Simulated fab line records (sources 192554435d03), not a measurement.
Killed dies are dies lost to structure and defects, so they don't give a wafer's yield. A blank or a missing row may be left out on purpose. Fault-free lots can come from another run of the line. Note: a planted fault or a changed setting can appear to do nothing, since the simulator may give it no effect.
fab line records	flow n5Finfet
record: lots: 5	wafers: 15	lastDay: 16
route steps=1938 shown BEOL_M4@1099 BEOL_M5@1112 PASSIVATION@1936
lots that met no fault: taken from a fault-free run of the same line
startH: start of the lot's first displayed wafer, in hours after the record's first day	waitH: hours elapsed since this lot's preceding step	" same as the row above	L1.1+2: several wafers, shown together as one row	- value missing, or start not given	* or withheld: withheld	< > ~ a bound
route shown NAME@n: a module of which the file shows steps, and the number in the route of the first	usual: the fault-free wafers' mean and standard deviation	same: alike in all rows	chamber/n: place in a boat	sites: readings site by site	_std_site: their standard deviation	_edge_site: the outer-site mean with the inner-site mean subtracted	radiusMm: how far each site lies from the wafer's centre	mask NAME#n: copy n	behind: the tool/chamber that last shaped the wafer	hold: cause of the lot's hold/its duration in hours/its outcome	device: transistor that didn't switch, given as n, p or np	end of line: tests run on the same wafers once the route is complete	where a step has no rows: the recipe by itself	killed: not the wafer's yield, but the dies lost to structure and defects at the first sort	map: the dies of a wafer, with x for killed, . for not killed, _ for no die there
set.NAME: the setting as run; set.NAME@STEP: as run at that earlier step	model.NAME: the simulator's own value behind a step, which no gauge read
lots at some steps of the route; a table a step, a row a wafer
services: when a tool's chamber went out of use (startH, in hours from the record's first day, below 0 if earlier), for how many hours, and the reason
== steps ==
step: N5_BEOL_M4_ANNEAL_95
recipe: tempC: 400	timeS: 240	ambient: vacuum
step: N5_BEOL_M4_SPUTTER_96
recipe: material: Cu	targetThkA: 45	tempC: -20	chamberPressurePa: 0.07	powerW: withheld	timeS: 8.29
step: N5_BEOL_M4_ECD_50
recipe: material: Cu	targetThkA: 3000
step: N5_BEOL_M4_ANNEAL_51
recipe: tempC: 225	timeS: 90	ambient: N2
step: N5_BEOL_M4_CMP_52
recipe: stopOn: SiOC	tOverpolishS: 6.8	downForcePsi: 1	platenRpm: 50	clearingPlatenDownForcePsi: 1.5	clearingPlatenRpm: 50	postCmpClean: cuAlkaline	targetThkNm: 40	clearingPlatenPadVelocityMS: 0.99484	padVelocityMS: 0.99484
step: N5_BEOL_M4_PRE_CLEAN_60
recipe: gas: NH3/H2	timeS: 15	tempC: *	rfPowerW: 300
step: N5_BEOL_M4_CO_CAP_55
recipe: material: Co	targetThkA: 20	tempC: 200	precursor: CCTBA/H2	pressureTorr: 30	timeS: 102.1
step: N5_BEOL_M4_PRE_CLEAN_56
recipe: gas: NH3	timeS: 15	tempC: withheld	rfPowerW: 300
step: N5_BEOL_M4_DEP_57
recipe: material: SiCN	targetThkA: 80	tempC: withheld	precursor: 3MS/NH3	pressureTorr: 3	rfW: 202	timeS: 14
step: N5_BEOL_M4_RC_MEAS_101
usual: DIBL_N: 36.3/1.2	DIBL_P: 36.1/1.6	IOFF_N: 0.161/0.023	IOFF_P: 0.209/0.027	ION_N: 676/8.9	ION_P: 462/5.3	SS_N: 71.5/0.51	SS_P: 73.2/0.5	VT_N: 249.1/2.5	VT_P: -249.9/2.8
lot.wafer	tool	chamber	startH	waitH	DIBL_N[mV/V]	DIBL_P[mV/V]	IOFF_N[nA/um]	IOFF_P[nA/um]	ION_N[uA/um]	ION_P[uA/um]	SS_N[mV/dec]	SS_P[mV/dec]	VT_N[mV]	VT_P[mV]
L680.1	prober-02	0	182.03	0.0	35.4	34.6	0.138	0.187	670	460	71.3	72.8	252.4	-251.8
L680.3	"	0	"	"	34.7	33.9	0.127	0.180	667	457	71.2	72.4	254.7	-250.7
L680.6	"	0	"	"	35.0	34.1	0.129	0.174	673	462	70.6	72.8	253.5	-251.3
L691.2	prober-02	0	255.40	0.2	37.6	37.7	0.207	0.212	692	462	71.4	73.6	242.1	-253.8
L691.3	"	0	"	"	36.2	37.0	0.164	0.195	668	455	70.7	73.3	247.9	-252.8
L691.5	"	0	"	"	35.6	35.3	0.158	0.183	678	454	71.6	72.9	246.3	-254.3
L693.1	prober-01	0	256.56	0.0	38.4	36.6	0.189	0.214	680	463	71.4	73.3	246.8	-251.5
L693.4	"	0	"	"	37.1	35.1	0.146	0.190	663	459	71.3	73.0	252.3	-252.8
L693.6	"	0	"	"	37.0	35.6	0.159	0.202	673	458	71.1	72.6	248.4	-249.5
L694.2	prober-02	0	268.85	0.2	37.9	39.8	0.212	0.239	690	469	72.2	73.5	244.8	-250.4
L694.4	"	0	"	"	36.1	37.9	0.167	0.207	691	469	71.4	73.0	246.9	-252.0
L694.5	"	0	"	"	37.4	40.0	0.206	0.255	696	475	72.4	74.2	245.6	-247.9
L696.1	prober-01	0	278.61	0.0	34.8	33.6	0.139	0.183	663	463	70.6	72.9	249.4	-254.0
L696.3	"	0	"	"	36.9	35.7	0.164	0.216	673	461	71.5	72.9	248.3	-248.8
L696.5	"	0	"	"	37.2	35.9	0.181	0.222	678	464	72.0	73.6	248.5	-248.1
step: N5_BEOL_M5_ILD_DEP_00
recipe: material: SiCOH_lowk	targetThkA: 1406.4	tempC: 300	precursor: DEMS/porogen	pressureTorr: 5	rfW: 500	timeS: 25.9
step: N5_BEOL_M5_CURE_79
recipe: tempC: 385	timeS: 240	ambient: He/Ar	material: SiCOH_lowk
step: N5_BEOL_M5_PECVD_70
recipe: material: SiO2	targetThkA: 160	tempC: 400	precursor: TEOS/O2	pressureTorr: 5.5	rfW: 450	teosFlowSccm: 53.8	gas: O2	flowSccm: 3000	timeS: 18
step: N5_BEOL_M5_HM_DEP_02
recipe: material: TiN	targetThkA: 200	tempC: 25	chamberPressurePa: 0.49996
step: N5_BEOL_M5_COAT_59
recipe: resist: SOC	tempC: 250	timeS: 60	spinRpm: 1500	resistThkNm: 60
step: N5_BEOL_M5_COAT_60
recipe: resist: SiARC	tempC: 220	timeS: 60	spinRpm: 1500	resistThkNm: 12
step: N5_BEOL_M5_COAT_71
recipe: resist: underlayer	tempC: 205	timeS: 60	spinRpm: 1500	resistThkNm: 5
step: N5_BEOL_M5_COAT_05
recipe: resist: CAR-EUV	spinRpm: 1500	resistThkNm: 30
step: N5_BEOL_M5_EBR_07
recipe: solvent: PGMEA	ebrWidthMm: 1.5
step: N5_BEOL_M5_SOFTBAKE_06
recipe: tempC: 110	timeS: 60	resist: CAR-EUV
step: N5_BEOL_M5_EXPOSE_08
recipe: maskId: M5	na: 0.33	sourceShape: annular	sigmaInner: 0.4	sigmaOuter: 0.8	polarization: unpolarized	targetCdNm: 28	doseMj: 35.75
step: N5_BEOL_M5_PEB_09
recipe: pebTempC: 100	pebTimeS: 60	resist: CAR-EUV
step: N5_BEOL_M5_DEVELOP_10
recipe: developTimeS: 30	developer: TMAH	resist: CAR-EUV	rinseLiquid: surfactantRinse	dry: airSpin	devTempC: 23
step: N5_BEOL_M5_DESCUM_16
recipe: chemistry: O2	timeS: 7	sourcePowerW: 50	biasPowerW: 20	pressureMtorr: 20	rfFrequencyHz: 2.712e+07	tempC: 40	resist: CAR-EUV	o2FlowSccm: 225
step: N5_BEOL_M5_ETCH_72
recipe: chemistry: N2/H2	target: underlayer	targetDepthA: 65	maskMaterial: CAR-EUV	timeS: 5.2	ionEnergyEv: 200	pressureMtorr: 30	sourceW: 840	biasW: 150	n2FlowSccm: 200	h2FlowSccm: 200	ends: cleared
step: N5_BEOL_M5_ETCH_61
recipe: chemistry: CF4	target: SiARC	targetDepthA: 156	maskMaterial: CAR-EUV	timeS: 26	ionEnergyEv: 80	pressureMtorr: 40	sourceW: 545	biasW: 36	Ar_flow_sccm: 100	cf4FlowSccm: 100	ends: cleared
step: N5_BEOL_M5_ETCH_62
recipe: chemistry: N2/H2	target: SOC	targetDepthA: 750	overetchA: 150	maskMaterial: SiARC	tempC: 40	timeS: 112.5	ionEnergyEv: 200	pressureMtorr: 30	sourceW: 840	biasW: 150	n2FlowSccm: 200	h2FlowSccm: 200
step: N5_BEOL_M5_STRIP_63
recipe: chemistry: N2/H2	tempC: 40	n2FlowSccm: 200	h2FlowSccm: 200	rfFrequencyHz: 6e+07
step: N5_BEOL_M5_STRIP_73
recipe: chemistry: N2/H2	tempC: 40	n2FlowSccm: 200	h2FlowSccm: 200	rfFrequencyHz: 6e+07
step: N5_BEOL_M5_STRIP_64
recipe: chemistry: CF4	resist: SiARC	powerW: 300	biasPowerW: 75	pressureMtorr: 50	cf4FlowSccm: 150	rfFrequencyHz: 6e+07
step: N5_BEOL_M5_HM_OPEN_17
recipe: chemistry: Cl2/BCl3	targetDepthA: 200	overetchA: 60	target: TiN	maskMaterial: SOC	ionEnergyEv: 150	pressureMtorr: 10	icpW: 1000	biasW: 126	Cl2_flow_sccm: 53.25	bcl3FlowSccm: 21.75	Ar_flow_sccm: 25
step: N5_BEOL_M5_STRIP_19
recipe: chemistry: O2	powerW: 400	tempC: 40	pressureMtorr: 30	rfFrequencyHz: 6e+07	biasPowerW: 0	overashFraction: 0.2	o2FlowSccm: 225
step: N5_BEOL_M5_COAT_65
recipe: resist: SOC	tempC: 250	timeS: 60	spinRpm: 1500	resistThkNm: 60
step: N5_BEOL_M5_COAT_66
recipe: resist: SiARC	tempC: 220	timeS: 60	spinRpm: 1500	resistThkNm: 12
step: N5_BEOL_M5_TRENCH_ETCH_37
recipe: chemistry: C4F6/O2	targetDepthA: 716.52	target: SiCOH_lowk	timeS: 24.7	ionEnergyEv: 250	pressureMtorr: 30	sourceW: 345	biasW: 185	Ar_flow_sccm: 300	C4F6_flow_sccm: 10	O2_flow_sccm: 10
usual: C4F6_flow_sccm: 10.00/0.031	O2_flow_sccm: 10.00/0.031	chamberPressureMTorr: 30.00/0.046	drypumpMotorCurrentA: 5.9/0.45	mfcArSccm: 300.0/0.94	oesProductAu: 0.81/0.082	rfVppV: 670/6.4	showerheadPlenumPTorr: 2.87/0.11	throttleValvePct: 20.91/0.23
lot.wafer	tool	chamber	startH	waitH	C4F6_flow_sccm	O2_flow_sccm	chamberPressureMTorr	drypumpMotorCurrentA	mfcArSccm	oesProductAu	rfHoursCounterH	rfVppV	showerheadPlenumPTorr	throttleValvePct	model.TiN_of_BEOL_M5_HM_DEP_02.thkNm
L680.1	rieDiel-02	3	188.31	-	10.01	10.02	30.00	5.6	299.7	0.97	12	671	3.04	20.81	17.8
L680.3	"	2	"	"	10.00	10.02	29.99	6.2	300.2	0.74	192	664	2.72	21.30	17.8
L680.6	"	3	"	"	9.98	9.99	29.99	5.6	299.9	0.96	-	670	3.04	20.80	17.8
L691.2	rieDiel-06	1	260.89	-	-	-	-	-	-	-	-	-	-	-	19.6
L691.3	"	1	"	"	-	-	-	-	-	-	-	-	-	-	19.6
L691.5	"	1	"	"	-	-	-	-	-	-	-	-	-	-	19.6
L693.1	rieDiel-02	3	262.27	-	-	-	-	-	-	-	-	-	-	-	20
L693.4	"	0	"	"	-	-	-	-	-	-	-	-	-	-	20
L693.6	"	2	"	"	-	-	-	-	-	-	-	-	-	-	19.8
L694.2	rieDiel-02	2	274.39	-	-	-	-	-	-	-	-	-	-	-	19.8
L694.4	"	1	"	"	-	-	-	-	-	-	-	-	-	-	19.8
L694.5	"	1	"	"	-	-	-	-	-	-	-	-	-	-	19.8
L696.1	rieDiel-06	2	283.72	-	10.03	9.96	30.00	5.2	300.0	0.83	71	676	2.89	20.91	18.2
L696.3	"	3	"	"	10.00	10.04	30.00	5.9	299.3	0.79	113	657	2.98	20.65	18.4
L696.5	"	1	"	"	10.02	9.99	30.05	6.2	299.6	0.88	-	658	2.90	20.68	18.4
step: N5_BEOL_M5_OCD_MEAS_38
usual: trenchDepthNm: 71.6/1.4
lot.wafer	tool	chamber	startH	waitH	trenchDepthNm
L680.1	ocd-02	-	188.46	-	75.3
L680.3	"	-	"	"	70.2
L680.6	"	-	"	"	74.5
L691.2	ocd-02	-	261.10	-	0
L691.3	"	-	"	"	0.3
L691.5	"	-	"	"	0.3
L693.1	ocd-01	-	262.43	-	0
L693.4	"	-	"	"	0.2
L693.6	"	-	"	"	0.4
L694.2	ocd-02	-	274.54	-	0.1
L694.4	"	-	"	"	0.4
L694.5	"	-	"	"	0.2
L696.1	ocd-01	-	283.88	-	70.6
L696.3	"	-	"	"	70.9
L696.5	"	-	"	"	73.2
step: N5_BEOL_M5_CMP_52
recipe: stopOn: SiCOH_lowk	tOverpolishS: 6.9	downForcePsi: 1	platenRpm: 50	clearingPlatenDownForcePsi: 1.5	clearingPlatenRpm: 50	postCmpClean: cuAlkaline	targetThkNm: 62	clearingPlatenPadVelocityMS: 0.99484	padVelocityMS: 0.99484
usual: motorCurrentA: 6.4/0.67	retainingRingPressureFrac: 0.999/0.0049
lot.wafer	tool	chamber	startH	waitH	motorCurrentA	retainingRingPressureFrac	model.Cu_of_BEOL_M5_ECD_50.thkNm
L680.3	cmp-01	2	196.45	0.2	6.5	0.995	61.8
L680.1	"	3	"	"	5.9	1.000	66.4
L680.6	"	1	"	"	7.8	0.995	66.6
L691.3	cmp-03	3	267.67	0.2	6.6	1.007	0
L691.2	"	0	"	"	6.2	0.998	0
L691.5	"	1	"	"	5.9	0.994	0
L693.1	cmp-01	0	268.75	0.3	6.3	0.997	1.4
L693.4	"	1	"	"	8.1	1.009	0.6
L693.6	"	2	"	"	6.2	1.000	0
L694.2	cmp-03	1	281.56	0.2	6.2	0.996	0.2
L694.4	"	0	"	"	5.9	0.996	1.6
L694.5	"	2	"	"	5.9	0.993	2.8
L696.3	cmp-01	1	290.47	0.2	7.9	0.997	61
L696.1	"	2	"	"	6.5	1.005	61.8
L696.5	"	0	"	"	6.2	1.004	63.4
step: N5_PASSIVATION_PROBE_49
usual: defectLimitedYield: 91.3/1.5	killed_at_M0_to_M3: 35/10	killed_at_M4_up: 13/5.3	killedAtContacts: 12/5.7	killedAtFrontEnd: 39/11	killedAtOther: 3.3/2.7	killedDies: 102/18	killedOnRim: 13/4	killedOpen: 67/13	killedShort: 34/7.8	sort_bin_5_function: 5.1/1	sort_bin_6_memory: 3.3/0.68	sortNPass: 1078/18	sortYieldPct: 91.3/1.5
same: grossDies: 1180	killedAtBackSide: 0	sort_bin_4_leakage[%]: 0	sort_bin_8_speed[%]: 0
lot.wafer	tool	chamber	startH	waitH	defectLimitedYield[%]	killed_at_M0_to_M3	killed_at_M4_up	killedAtContacts	killedAtFrontEnd	killedAtOther	killedDies	killedOnRim	killedOpen	killedShort	sort_bin_5_function[%]	sort_bin_6_memory[%]	sortNPass	sortYieldPct[%]
L693.1	prober-02	-	358.48	0.0	0	40	1082	12	41	5	1180	152	72	37	96.1	3.6	0	0
L693.4	prober-02	-	358.63	0.2	0	36	1115	6	21	2	1180	152	58	14	97.6	2.3	0	0
L693.6	prober-02	-	358.73	0.3	0	45	1077	6	49	3	1180	152	72	42	95.3	4.1	0	0
L691.2	prober-02	-	358.83	0.4	0	47	1073	11	46	3	1180	152	77	46	95.6	3.7	0	0
L691.3	prober-02	-	358.88	0.4	0	21	1098	14	42	5	1180	152	67	30	96.6	3.1	0	0
L691.5	prober-02	-	358.98	0.5	0	47	1079	20	34	0	1180	152	76	48	96.2	3.7	0	0
L694.2	prober-02	-	370.09	0.1	0	24	1106	6	40	4	1180	152	60	25	97.3	2.4	0	0
L694.4	prober-02	-	370.19	0.2	0	35	1091	3	46	5	1180	152	65	41	96.1	3.6	0	0
L694.5	prober-02	-	370.24	0.2	0	29	1076	7	65	3	1180	152	67	44	95.7	4.2	0	0
killed by level:class
L693.1 BEOL_M5:areaEtch=1071 MOL_CONTACT_COAG:geometricParticle:open=9 BEOL_M3:geometricParticle:open=9 BEOL_M2:geometricParticle:open=8 GATE_CUT:geometricParticle:open=7 BEOL_M0_SAQP:geometricParticle:short=7 GATE_CUT:geometricParticle:short=6 BEOL_M4:geometricParticle:open=6
L693.4 BEOL_M5:areaEtch=1107 BEOL_M1:geometricParticle:open=13 BEOL_M0_SAQP:geometricParticle:open=9 BEOL_M3:geometricParticle:open=7 STI_FIN_REVEAL:geometricParticle:open=6 BEOL_M4:geometricParticle:open=6 MOL_CONTACT_COAG:geometricParticle:open=4 GATE_CUT:geometricParticle:open=3
L693.6 BEOL_M5:areaEtch=1066 BEOL_M3:geometricParticle:open=15 GATE_CUT:geometricParticle:short=10 BEOL_M1:geometricParticle:open=7 GATE_CUT:geometricParticle:open=7 FIN_SAQP:geometricParticle:open=6 STI_FIN_REVEAL:geometricParticle:open=6 MOL_CONTACT_COAG:geometricParticle:open=5
L691.2 BEOL_M5:areaEtch=1055 BEOL_M0_SAQP:geometricParticle:open=12 MOL_CONTACT_COAG:geometricParticle:open=11 BEOL_M0_SAQP:geometricParticle:short=9 FIN_SAQP:geometricParticle:short=8 BEOL_M0:geometricParticle:open=7 BEOL_M2:geometricParticle:open=7 FIN_SAQP:geometricParticle:open=6
L691.3 BEOL_M5:areaEtch=1083 BEOL_M4:geometricParticle:open=11 FIN_SAQP:geometricParticle:open=10 STI_FIN_REVEAL:geometricParticle:open=10 MOL_CONTACT_COAG:geometricParticle:open=10 BEOL_M0_SAQP:geometricParticle:open=8 FIN_SAQP:geometricParticle:short=6 MOL_CONTACT_COAG:geometricParticle:short=4
L691.5 BEOL_M5:areaEtch=1056 MOL_CONTACT_COAG:geometricParticle:open=16 FIN_SAQP:geometricParticle:short=13 BEOL_M0_SAQP:geometricParticle:short=10 BEOL_M0:geometricParticle:open=9 BEOL_M1:geometricParticle:open=8 BEOL_M4:geometricParticle:open=7 FIN_SAQP:geometricParticle:open=6
L694.2 BEOL_M5:areaEtch=1093 STI_FIN_REVEAL:geometricParticle:open=10 GATE_CUT:geometricParticle:open=9 BEOL_M1:geometricParticle:open=9 BEOL_M0_SAQP:geometricParticle:short=5 FIN_SAQP:geometricParticle:open=4 MOL_CONTACT_COAG:geometricParticle:open=4 BEOL_M1:geometricParticle:short=4
L694.4 BEOL_M5:areaEtch=1074 FIN_SAQP:geometricParticle:short=10 FIN_SAQP:geometricParticle:open=10 STI_FIN_REVEAL:geometricParticle:open=10 BEOL_M0_SAQP:geometricParticle:short=9 BEOL_M0_SAQP:geometricParticle:open=7 BEOL_M1:geometricParticle:open=7 BEOL_M4:geometricParticle:open=6
L694.5 BEOL_M5:areaEtch=1069 FIN_SAQP:geometricParticle:open=15 STI_FIN_REVEAL:geometricParticle:open=11 FIN_SAQP:geometricParticle:short=8 BEOL_M0_SAQP:geometricParticle:short=8 MOL_CONTACT_COAG:geometricParticle:open=7 STI_FIN_REVEAL:geometricParticle:short=7 BEOL_M1:geometricParticle:open=6
map L691.2 (x killed, . not)
_________________xxxxxxxxxxxx________________
______________xxxxxxxxxxxxxxxxxx_____________
___________xxxxxxxxxxxxxxxxxxxxxxxx__________
__________xxxxxxxxxxxxxxxxxxxxxxxxxx_________
________xxxxxxxxxxxxxxxxxxxxxxxxxxxxxx_______
_______xxxxxxxxxxxxxxxxxxxxxxxxxxxxxxxx______
______xxxxxxxxxxxxxxxxxxxxxxxxxxxxxxxxxx_____
_____xxxxxxxxxxxxxxxxxxxxxxxxxxxxxxxxxxxx____
____xxxxxxxxxxxxxxxxxxxxxxxxxxxxxxxxxxxxxx___
___xxxxxxxxxxxxxxxxxxxxxxxxxxxxxxxxxxxxxxxx__
___xxxxxxxxxxxxxxxxxxxxxxxxxxxxxxxxxxxxxxxx__
__xxxxxxxxxxxxxxxxxxxxxxxxxxxxxxxxxxxxxxxxxx_
__xxxxxxxxxxxxxxxxxxxxxxxxxxxxxxxxxxxxxxxxxx_
_xxxxxxxxxxxxxxxxxxxxxxxxxxxxxxxxxxxxxxxxxxxx
_xxxxxxxxxxxxxxxxxxxxxxxxxxxxxxxxxxxxxxxxxxxx
_xxxxxxxxxxxxxxxxxxxxxxxxxxxxxxxxxxxxxxxxxxxx
_xxxxxxxxxxxxxxxxxxxxxxxxxxxxxxxxxxxxxxxxxxxx
_xxxxxxxxxxxxxxxxxxxxxxxxxxxxxxxxxxxxxxxxxxxx
_xxxxxxxxxxxxxxxxxxxxxxxxxxxxxxxxxxxxxxxxxxxx
_xxxxxxxxxxxxxxxxxxxxxxxxxxxxxxxxxxxxxxxxxxxx
_xxxxxxxxxxxxxxxxxxxxxxxxxxxxxxxxxxxxxxxxxxxx
__xxxxxxxxxxxxxxxxxxxxxxxxxxxxxxxxxxxxxxxxxx_
__xxxxxxxxxxxxxxxxxxxxxxxxxxxxxxxxxxxxxxxxxx_
___xxxxxxxxxxxxxxxxxxxxxxxxxxxxxxxxxxxxxxxx__
___xxxxxxxxxxxxxxxxxxxxxxxxxxxxxxxxxxxxxxxx__
____xxxxxxxxxxxxxxxxxxxxxxxxxxxxxxxxxxxxxx___
_____xxxxxxxxxxxxxxxxxxxxxxxxxxxxxxxxxxxx____
______xxxxxxxxxxxxxxxxxxxxxxxxxxxxxxxxxx_____
_______xxxxxxxxxxxxxxxxxxxxxxxxxxxxxxxx______
________xxxxxxxxxxxxxxxxxxxxxxxxxxxxxx_______
__________xxxxxxxxxxxxxxxxxxxxxxxxxx_________
___________xxxxxxxxxxxxxxxxxxxxxxxx__________
______________xxxxxxxxxxxxxxxxxx_____________
_________________xxxxxxxxxxxx________________
map L693.1 (x killed, . not)
_________________xxxxxxxxxxxx________________
______________xxxxxxxxxxxxxxxxxx_____________
___________xxxxxxxxxxxxxxxxxxxxxxxx__________
__________xxxxxxxxxxxxxxxxxxxxxxxxxx_________
________xxxxxxxxxxxxxxxxxxxxxxxxxxxxxx_______
_______xxxxxxxxxxxxxxxxxxxxxxxxxxxxxxxx______
______xxxxxxxxxxxxxxxxxxxxxxxxxxxxxxxxxx_____
_____xxxxxxxxxxxxxxxxxxxxxxxxxxxxxxxxxxxx____
____xxxxxxxxxxxxxxxxxxxxxxxxxxxxxxxxxxxxxx___
___xxxxxxxxxxxxxxxxxxxxxxxxxxxxxxxxxxxxxxxx__
___xxxxxxxxxxxxxxxxxxxxxxxxxxxxxxxxxxxxxxxx__
__xxxxxxxxxxxxxxxxxxxxxxxxxxxxxxxxxxxxxxxxxx_
__xxxxxxxxxxxxxxxxxxxxxxxxxxxxxxxxxxxxxxxxxx_
_xxxxxxxxxxxxxxxxxxxxxxxxxxxxxxxxxxxxxxxxxxxx
_xxxxxxxxxxxxxxxxxxxxxxxxxxxxxxxxxxxxxxxxxxxx
_xxxxxxxxxxxxxxxxxxxxxxxxxxxxxxxxxxxxxxxxxxxx
_xxxxxxxxxxxxxxxxxxxxxxxxxxxxxxxxxxxxxxxxxxxx
_xxxxxxxxxxxxxxxxxxxxxxxxxxxxxxxxxxxxxxxxxxxx
_xxxxxxxxxxxxxxxxxxxxxxxxxxxxxxxxxxxxxxxxxxxx
_xxxxxxxxxxxxxxxxxxxxxxxxxxxxxxxxxxxxxxxxxxxx
_xxxxxxxxxxxxxxxxxxxxxxxxxxxxxxxxxxxxxxxxxxxx
__xxxxxxxxxxxxxxxxxxxxxxxxxxxxxxxxxxxxxxxxxx_
__xxxxxxxxxxxxxxxxxxxxxxxxxxxxxxxxxxxxxxxxxx_
___xxxxxxxxxxxxxxxxxxxxxxxxxxxxxxxxxxxxxxxx__
___xxxxxxxxxxxxxxxxxxxxxxxxxxxxxxxxxxxxxxxx__
____xxxxxxxxxxxxxxxxxxxxxxxxxxxxxxxxxxxxxx___
_____xxxxxxxxxxxxxxxxxxxxxxxxxxxxxxxxxxxx____
______xxxxxxxxxxxxxxxxxxxxxxxxxxxxxxxxxx_____
_______xxxxxxxxxxxxxxxxxxxxxxxxxxxxxxxx______
________xxxxxxxxxxxxxxxxxxxxxxxxxxxxxx_______
__________xxxxxxxxxxxxxxxxxxxxxxxxxx_________
___________xxxxxxxxxxxxxxxxxxxxxxxx__________
______________xxxxxxxxxxxxxxxxxx_____________
_________________xxxxxxxxxxxx________________
== services ==
tool	chamber	startH	hours	kind
cmp-03	-	175.11	3.4	pm
rieDiel-06	-	179.18	14.6	pm
cmp-03	-	195.42	1.8	repair
rieDiel-02	0	201.01	9.1	repair
rieDiel-02	2	223.76	6.1	repair
cmp-01	-	227.77	4.0	pm
rieDiel-06	0	229.98	-	clean
rieDiel-06	0	229.98	-	consumableReplace:focusRing
rieDiel-06	0	229.98	14.3	scheduledDown
rieDiel-06	0	229.98	14.3	ventCycle
cmp-01	-	231.77	-	consumableReplace:conditioner
cmp-01	-	231.77	-	consumableReplace:pad
rieDiel-02	2	237.18	4.4	repair
cmp-03	-	238.32	4.0	pm
rieDiel-06	2	241.17	1.2	repair
cmp-03	-	242.32	-	consumableReplace:conditioner
cmp-03	-	242.32	-	consumableReplace:pad
cmp-01	-	250.96	2.1	repair
rieDiel-06	3	259.63	4.8	repair
cmp-01	-	284.67	1.1	repair
== key ==
firstSign: step: N5_BEOL_M5_TRENCH_ETCH_37	reading: toolRecord	direction: missing
effect: step: N5_BEOL_M5_OCD_MEAS_38	reading: trenchDepthNm	direction: down	sigmas: 53	usual: 71.6	struck: 0.2
effect: step: N5_PASSIVATION_PROBE_49	reading: killed_at_M4_up	direction: up	sigmas: 99+	usual: 13	struck: 1089
modelEffect: step: N5_BEOL_M5_TRENCH_ETCH_37	value: TiN_of_BEOL_M5_HM_DEP_02.thkNm	without: 17.64	struck: 19.78
modelEffect: step: N5_BEOL_M5_CMP_52	value: Cu_of_BEOL_M5_ECD_50.thkNm	without: 62.53	struck: 0.7333
moreKillsBornAt: N5_BEOL_M5_TRENCH_ETCH_37@rieDiel-02: 6480	N5_BEOL_M5_TRENCH_ETCH_37@rieDiel-06: 3194
metAt N5_BEOL_M5_TRENCH_ETCH_37
struckWafers L691.2,L691.3,L691.5,L693.1,L693.4,L693.6,L694.2,L694.4,L694.5
laterRowsLeftOut L691.2,L691.3,L691.5,L693.1,L693.4,L693.6,L694.2,L694.4,L694.5
onsetBetween 188.31 260.89
fault: kind: skippedStepWhole	tool: rieDiel-02,rieDiel-06	chamber: -	onsetH: 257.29	steps: N5_BEOL_M5_TRENCH_ETCH_37	scope: struckLotsOnly
laterRowsLeftOut: the simulator's readings of these wafers behind a module that went badly wrong aren't trusted and aren't shown, but for the sort
